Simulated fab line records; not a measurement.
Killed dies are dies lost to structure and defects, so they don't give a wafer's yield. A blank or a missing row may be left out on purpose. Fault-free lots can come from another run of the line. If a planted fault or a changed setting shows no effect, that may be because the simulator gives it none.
Chamber matching || flow nandHarc || 4 sister chambers for NHARC_A_CHANNEL_FILL_D2_ALD_16 on aldHk-03
The step deposits SiO2, target thk 1.5 nm, pulse time 10 s, ald cycles 15. 17 wafers are shown with their chamber, then 8 later ones without.

WAFERS WITH THEIR CHAMBER
{"wafer": "L484.1", "chamber": 3, "heaterPowerW (W)": 465, "heaterPowerOuterW (W)": 248, "precursorPulseHeightRel": 0.986}
{"wafer": "L484.2", "chamber": 0, "heaterPowerW (W)": 425, "heaterPowerOuterW (W)": 240, "precursorPulseHeightRel": 1.010}
{"wafer": "L484.3", "chamber": 1, "heaterPowerW (W)": 464, "heaterPowerOuterW (W)": 266, "precursorPulseHeightRel": 1.019}
{"wafer": "L485.1", "chamber": 0, "heaterPowerW (W)": 416, "heaterPowerOuterW (W)": 244, "precursorPulseHeightRel": 0.987}
{"wafer": "L485.3", "chamber": 3, "heaterPowerW (W)": 470, "heaterPowerOuterW (W)": 256, "precursorPulseHeightRel": 1.020}
{"wafer": "L486.3", "chamber": 2, "heaterPowerW (W)": 383, "heaterPowerOuterW (W)": 202, "precursorPulseHeightRel": 0.997}
{"wafer": "L486.4", "chamber": 3, "heaterPowerW (W)": 456, "heaterPowerOuterW (W)": 247, "precursorPulseHeightRel": 0.991}
{"wafer": "L491.3", "chamber": 1, "heaterPowerW (W)": 448, "heaterPowerOuterW (W)": 247, "precursorPulseHeightRel": 1.014}
{"wafer": "L491.5", "chamber": 3, "heaterPowerW (W)": 460, "heaterPowerOuterW (W)": 255, "precursorPulseHeightRel": 0.974}
{"wafer": "L491.6", "chamber": 2, "heaterPowerW (W)": 367, "heaterPowerOuterW (W)": 190, "precursorPulseHeightRel": 1.013}
{"wafer": "L492.3", "chamber": 3, "heaterPowerW (W)": 461, "heaterPowerOuterW (W)": 252, "precursorPulseHeightRel": 0.972}
{"wafer": "L492.4", "chamber": 1, "heaterPowerW (W)": 449, "heaterPowerOuterW (W)": 247, "precursorPulseHeightRel": 0.987}
{"wafer": "L492.5", "chamber": 2, "heaterPowerW (W)": 365, "heaterPowerOuterW (W)": 197, "precursorPulseHeightRel": 1.030}
{"wafer": "L494.3", "chamber": 3, "heaterPowerW (W)": 461, "heaterPowerOuterW (W)": 254, "precursorPulseHeightRel": 0.997}
{"wafer": "L494.4", "chamber": 0, "heaterPowerW (W)": 398, "heaterPowerOuterW (W)": 230, "precursorPulseHeightRel": 1.017}
{"wafer": "L494.6", "chamber": 0, "heaterPowerW (W)": 401, "heaterPowerOuterW (W)": 240, "precursorPulseHeightRel": 0.979}
{"wafer": "L496.1", "chamber": 1, "heaterPowerW (W)": 457, "heaterPowerOuterW (W)": 252, "precursorPulseHeightRel": 1.013}

SIGNATURES (averages over the wafers above)
{"reading": "heaterPowerW", "chamber 0": 410.00, "chamber 1": 454.50, "chamber 2": 371.67, "chamber 3": 462.17, "scatter within a chamber": 8.61}
{"reading": "heaterPowerOuterW", "chamber 0": 238.50, "chamber 1": 253.00, "chamber 2": 196.33, "chamber 3": 252.00, "scatter within a chamber": 6.15}
{"reading": "precursorPulseHeightRel", "chamber 0": 0.99825, "chamber 1": 1.00825, "chamber 2": 1.01333, "chamber 3": 0.99000, "scatter within a chamber": 0.0169}
Rule: for a wafer and a chamber, the distance is found by dividing, reading by reading, the gap between the wafer's reading and the chamber's mean by the reading's scatter, squaring, summing and taking the root. If the next closest chamber is less than 2 further off than the closest, the wafer can't be placed; otherwise it belongs to the closest. The scatter: the root of (the sum of the squares of (reading less its chamber's mean) over the shown wafers, divided by (wafers less chambers)).

WAFERS WITH NO CHAMBER GIVEN
{"wafer": "L496.3", "heaterPowerW (W)": 404, "heaterPowerOuterW (W)": 231, "precursorPulseHeightRel": 1.000}
{"wafer": "L496.5", "heaterPowerW (W)": 446, "heaterPowerOuterW (W)": 251, "precursorPulseHeightRel": 0.958}
{"wafer": "L497.4", "heaterPowerW (W)": 447, "heaterPowerOuterW (W)": 252, "precursorPulseHeightRel": 1.031}
{"wafer": "L497.5", "heaterPowerW (W)": 451, "heaterPowerOuterW (W)": 245, "precursorPulseHeightRel": 0.993}
{"wafer": "L497.6", "heaterPowerW (W)": 365, "heaterPowerOuterW (W)": 194, "precursorPulseHeightRel": 0.972}
{"wafer": "L501.2", "heaterPowerW (W)": 444, "heaterPowerOuterW (W)": 256, "precursorPulseHeightRel": 0.958}
{"wafer": "L501.3", "heaterPowerW (W)": 462, "heaterPowerOuterW (W)": 252, "precursorPulseHeightRel": 1.019}
{"wafer": "L501.5", "heaterPowerW (W)": 446, "heaterPowerOuterW (W)": 252, "precursorPulseHeightRel": 0.981}

EACH ONE'S CHAMBER
{"wafer": "L496.3", "from the rows above": 0, "in truth": 0}
{"wafer": "L496.5", "from the rows above": "can't be placed: 3 or 1", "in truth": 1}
{"wafer": "L497.4", "from the rows above": "can't be placed: 1 or 3", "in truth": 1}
{"wafer": "L497.5", "from the rows above": "can't be placed: 1 or 3", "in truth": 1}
{"wafer": "L497.6", "from the rows above": 2, "in truth": 2}
{"wafer": "L501.2", "from the rows above": "can't be placed: 3 or 1", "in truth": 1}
{"wafer": "L501.3", "from the rows above": "can't be placed: 1 or 3", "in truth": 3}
{"wafer": "L501.5", "from the rows above": "can't be placed: 1 or 3", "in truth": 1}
Correctly placed: 2 of 8. These rows do not allow placing 6 (true chamber among the candidates in 6). 0 placed wrongly.
